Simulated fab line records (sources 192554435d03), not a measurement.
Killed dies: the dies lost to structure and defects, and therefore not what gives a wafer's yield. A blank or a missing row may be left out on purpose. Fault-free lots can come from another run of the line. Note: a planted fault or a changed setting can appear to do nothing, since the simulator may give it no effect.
Matching of chambers / flow n5 finfet / N5_SDB_CMP_30 on cmp-03 has 4 sister chambers
The step polishes, stops on poly-Si, t overpolish 1.54 s, target thk 30 nm. 16 wafers are shown with their chamber, then 8 later ones without.

== WAFERS WITH THEIR CHAMBER ==
wafer=L082.1; chamber=2; motor current A (A)=13.5; overpolish run s (s)=1.545; time to endpoint s (s)=18.9
wafer=L082.3; chamber=3; motor current A (A)=9.2; overpolish run s (s)=1.535; time to endpoint s (s)=20.3
wafer=L082.6; chamber=3; motor current A (A)=9.6; overpolish run s (s)=1.548; time to endpoint s (s)=19.4
wafer=L085.2; chamber=2; motor current A (A)=13.1; overpolish run s (s)=1.538; time to endpoint s (s)=16.5
wafer=L085.4; chamber=1; motor current A (A)=12.9; overpolish run s (s)=1.539; time to endpoint s (s)=19.7
wafer=L085.5; chamber=2; motor current A (A)=12.7; overpolish run s (s)=1.542; time to endpoint s (s)=16.8
wafer=L086.1; chamber=2; motor current A (A)=12.2; overpolish run s (s)=1.546; time to endpoint s (s)=17.3
wafer=L086.2; chamber=0; motor current A (A)=11.0; overpolish run s (s)=1.534; time to endpoint s (s)=15.5
wafer=L086.6; chamber=1; motor current A (A)=12.5; overpolish run s (s)=1.554; time to endpoint s (s)=18.5
wafer=L087.1; chamber=3; motor current A (A)=9.8; overpolish run s (s)=1.541; time to endpoint s (s)=19.6
wafer=L087.3; chamber=2; motor current A (A)=12.8; overpolish run s (s)=1.527; time to endpoint s (s)=16.7
wafer=L087.4; chamber=1; motor current A (A)=12.6; overpolish run s (s)=1.542; time to endpoint s (s)=19.0
wafer=L093.1; chamber=2; motor current A (A)=12.1; overpolish run s (s)=1.546; time to endpoint s (s)=15.7
wafer=L093.4; chamber=3; motor current A (A)=10.0; overpolish run s (s)=1.547; time to endpoint s (s)=14.9
wafer=L093.6; chamber=3; motor current A (A)=9.5; overpolish run s (s)=1.532; time to endpoint s (s)=17.6
wafer=L094.3; chamber=1; motor current A (A)=12.2; overpolish run s (s)=1.554; time to endpoint s (s)=14.7

SIGNATURES (averages over the wafers above)
reading=motor current A; chamber 0=11.000; chamber 1=12.550; chamber 2=12.733; chamber 3=9.620; scatter within a chamber=0.411
reading=overpolish run s; chamber 0=1.53400; chamber 1=1.54725; chamber 2=1.54067; chamber 3=1.54060; scatter within a chamber=0.00741
reading=time to endpoint s; chamber 0=15.500; chamber 1=17.975; chamber 2=16.983; chamber 3=18.360; scatter within a chamber=1.82
Rule: a wafer lies at a distance from a chamber equal to the root of the sum of squares, over the readings, of (its reading less the chamber's mean, divided by the reading's scatter). The wafer belongs to the nearest chamber; if the next one is less than 2 further off, it can't be placed. The scatter is the square root of a quotient: the sum, over the shown wafers, of each reading's squared deviation from its chamber's mean, divided by wafers minus chambers.

== WAFERS MISSING THEIR CHAMBER ==
wafer=L094.5; motor current A (A)=11.4; overpolish run s (s)=1.553; time to endpoint s (s)=13.7
wafer=L094.6; motor current A (A)=9.6; overpolish run s (s)=1.537; time to endpoint s (s)=16.1
wafer=L095.3; motor current A (A)=13.0; overpolish run s (s)=1.543; time to endpoint s (s)=15.3
wafer=L095.5; motor current A (A)=10.0; overpolish run s (s)=1.536; time to endpoint s (s)=15.8
wafer=L095.6; motor current A (A)=11.2; overpolish run s (s)=1.539; time to endpoint s (s)=13.4
wafer=L096.1; motor current A (A)=13.0; overpolish run s (s)=1.532; time to endpoint s (s)=13.5
wafer=L096.4; motor current A (A)=11.5; overpolish run s (s)=1.529; time to endpoint s (s)=12.0
wafer=L096.5; motor current A (A)=12.0; overpolish run s (s)=1.527; time to endpoint s (s)=12.0

== WHICH CHAMBER EACH WENT THROUGH ==
wafer=L094.5; from the rows above=can't be placed: 0 or 1 or 2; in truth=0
wafer=L094.6; from the rows above=3; in truth=3
wafer=L095.3; from the rows above=can't be placed: 2 or 1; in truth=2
wafer=L095.5; from the rows above=can't be placed: 3 or 0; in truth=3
wafer=L095.6; from the rows above=0; in truth=0
wafer=L096.1; from the rows above=can't be placed: 2 or 1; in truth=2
wafer=L096.4; from the rows above=can't be placed: 0 or 2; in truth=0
wafer=L096.5; from the rows above=can't be placed: 0 or 2 or 1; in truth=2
2 of 8 placed correctly. These rows do not allow placing 6 (true chamber among the candidates in 6). 0 placed wrongly.
